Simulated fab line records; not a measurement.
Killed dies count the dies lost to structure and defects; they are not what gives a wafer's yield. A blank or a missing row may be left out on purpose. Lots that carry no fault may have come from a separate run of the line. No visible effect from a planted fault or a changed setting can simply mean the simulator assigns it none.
Which tool did it?    flow n5_finfet    11 lots with 33 wafers sampled at 4 steps, on a route of 1938 steps

WHAT THE GAUGES READ, wafer by wafer
N5_BEOL_M5_INSPECT_58: inspects for defects (darkfield).
lot   measured      on                 raw_defect_count
L731  day 9 03:07   defect_inspect-02  48 44 91
L732  day 9 11:56   defect_inspect-01  128 67 98
L733  day 9 12:17   defect_inspect-02  26 35 38
L735  day 10 11:10  defect_inspect-02  84 123 63
L736  day 10 14:31  defect_inspect-01  80 99 55
L737  day 10 18:58  defect_inspect-01  117 80 82
L739  day 11 10:11  defect_inspect-01  57 59 56
L738  day 11 17:32  defect_inspect-01  66 45 66
L747  day 13 01:23  defect_inspect-02  115 76 112
L749  day 14 02:20  defect_inspect-01  59 49 60
L750  day 14 06:50  defect_inspect-01  104 59 82

N5_BEOL_M6_CD_MEAS_18: pitch 80 nm, target cd 40 nm.
lot   measured      on         cd_nm (nm)
L731  day 9 06:25   cd_sem-01  39.7 40.1 40.3
L732  day 9 13:54   cd_sem-01  39.4 39.0 38.9
L733  day 9 14:04   cd_sem-03  38.9 39.7 40.3
L735  day 10 13:23  cd_sem-03  39.8 39.9 39.8
L736  day 10 17:08  cd_sem-03  40.2 40.6 39.7
L737  day 10 21:10  cd_sem-01  40.2 40.8 40.6
L739  day 11 12:29  cd_sem-01  39.4 40.3 40.0
L738  day 11 22:07  cd_sem-01  39.7 39.8 39.6
L747  day 13 05:32  cd_sem-03  39.7 40.4 40.1
L749  day 14 06:35  cd_sem-02  39.9 39.9 40.1
L750  day 14 09:39  cd_sem-01  39.8 40.3 39.5

TOOL THAT RAN EACH LOT (tool first, then ch and the chambers of the sampled wafers, then the start)
lot   N5_BEOL_M5_ANNEAL_51              N5_BEOL_M6_ETCH_61
L731  rtp_anneal-02 ch 0, day 9 02:17   rie_diel-05 ch 0,1,3, day 9 05:59
L732  rtp_anneal-02 ch 0, day 9 11:03   rie_diel-05 ch 0,1,2, day 9 13:28
L733  rtp_anneal-01 ch 0, day 9 11:25   rie_diel-04 ch 0,1,2, day 9 13:39
L735  rtp_anneal-02 ch 0, day 10 10:23  rie_diel-05 ch 0,1, day 10 12:58
L736  rtp_anneal-02 ch 0, day 10 13:38  rie_diel-05 ch 0,1, day 10 16:34
L737  rtp_anneal-01 ch 0, day 10 18:04  rie_diel-05 ch 0,1,2, day 10 20:41
L739  rtp_anneal-02 ch 0, day 11 09:23  rie_diel-05 ch 1,2, day 11 12:00
L738  rtp_anneal-02 ch 0, day 11 16:39  rie_diel-05 ch 1,2, day 11 21:40
L747  rtp_anneal-02 ch 0, day 13 00:22  rie_diel-04 ch 0,1, day 13 05:06
L749  rtp_anneal-01 ch 0, day 14 01:25  rie_diel-05 ch 0,2,3, day 14 06:10
L750  rtp_anneal-01 ch 0, day 14 05:47  rie_diel-04 ch 0,1,3, day 14 09:13
- N5_BEOL_M5_ANNEAL_51: time 90 s.
- N5_BEOL_M6_ETCH_61: etches SiARC in CF4, target depth 45.5 nm, time 75.8 s.

AS READ BY THE TOOLS THEMSELVES (means over the sampled wafers that have a number; for cases with no such wafer, the mark the record gives instead)
N5_BEOL_M5_ANNEAL_51.
lot   tool           anneal_temp_c_max  wafer_temp_C_max
L731  rtp_anneal-02  226.5              226.4
L732  rtp_anneal-02  226.7              226.5
L733  rtp_anneal-01  225.9              225.6
L735  rtp_anneal-02  226.3              226.7
L736  rtp_anneal-02  226.4              226.5
L737  rtp_anneal-01  226.3              225.8
L739  rtp_anneal-02  225.9              226.8
L738  rtp_anneal-02  226.7              226.8
L747  rtp_anneal-02  226.4              226.7
L749  rtp_anneal-01  226.5              225.6
L750  rtp_anneal-01  226.3              225.5

N5_BEOL_M6_ETCH_61.
lot   tool         cf4_flow_sccm (sccm)  drypump_motor_current_A (A)  etch_rf_on_time_s (s)  oes_product_au (a.u.)  rf_vpp_V (V)  showerhead_plenum_p_Torr (Torr)  throttle_valve_pct (%)
L731  rie_diel-05  100.24                5.5                          76.7                   0.65                   184.5         2.20                             15.60
L732  rie_diel-05  100.09                5.5                          75.0                   0.72                   185.0         2.23                             15.35
L733  rie_diel-04  100.14                5.8                          74.8                   0.71                   184.5         2.17                             15.50
L735  rie_diel-05  99.95                 5.5                          75.4                   0.66                   185.0         2.24                             15.51
L736  rie_diel-05  99.89                 5.3                          75.8                   0.70                   185.2         2.25                             15.54
L737  rie_diel-05  99.88                 5.5                          76.3                   0.69                   184.7         2.22                             15.37
L739  rie_diel-05  99.57                 5.8                          60.5                   0.80                   184.2         2.19                             15.22
L738  rie_diel-05  100.08                5.8                          67.9                   0.75                   185.2         2.19                             15.22
L747  rie_diel-04  99.95                 5.6                          76.6                   0.69                   184.2         2.16                             15.49
L749  rie_diel-05  100.08                5.6                          75.7                   0.72                   184.9         2.17                             15.38
L750  rie_diel-04  100.22                5.7                          75.5                   0.70                   184.0         2.16                             15.41

THE ANSWER, worked out from the rows above alone
Rule: usual is defined by the lots themselves. Put in order of their means at a reading, lots are off if they are a third of the lots or fewer, leave a main group of 4 or more, and stand apart from it by a gap of 3 or more times the standard deviation of the main group's means; of several such gaps the widest counts. A main group is skipped when, at the precision printed for the reading in the tables above, its means are all equal. Also off: a lot with no number at a reading for which 4 or more lots have one. Where the step has rows for the other lots, those lots are counted as sound. The gauges are gone through in route order, then the tools' own readings, and for those a lot's mean is taken as printed above. At the first step where some lot is off, the reading lying furthest off is the one used; lots without a number count as furthest.
Off: L739, L738, at N5_BEOL_M6_ETCH_61 (etch_rf_on_time_s). The main group: mean 75.8 s, standard deviation 0.63.
A tool fits if, at that step or a process step before it, it ran every lot that is off, and no sound lot after the first of them. None of those tried fits.

WHAT THE SIMULATOR HAD PUT IN
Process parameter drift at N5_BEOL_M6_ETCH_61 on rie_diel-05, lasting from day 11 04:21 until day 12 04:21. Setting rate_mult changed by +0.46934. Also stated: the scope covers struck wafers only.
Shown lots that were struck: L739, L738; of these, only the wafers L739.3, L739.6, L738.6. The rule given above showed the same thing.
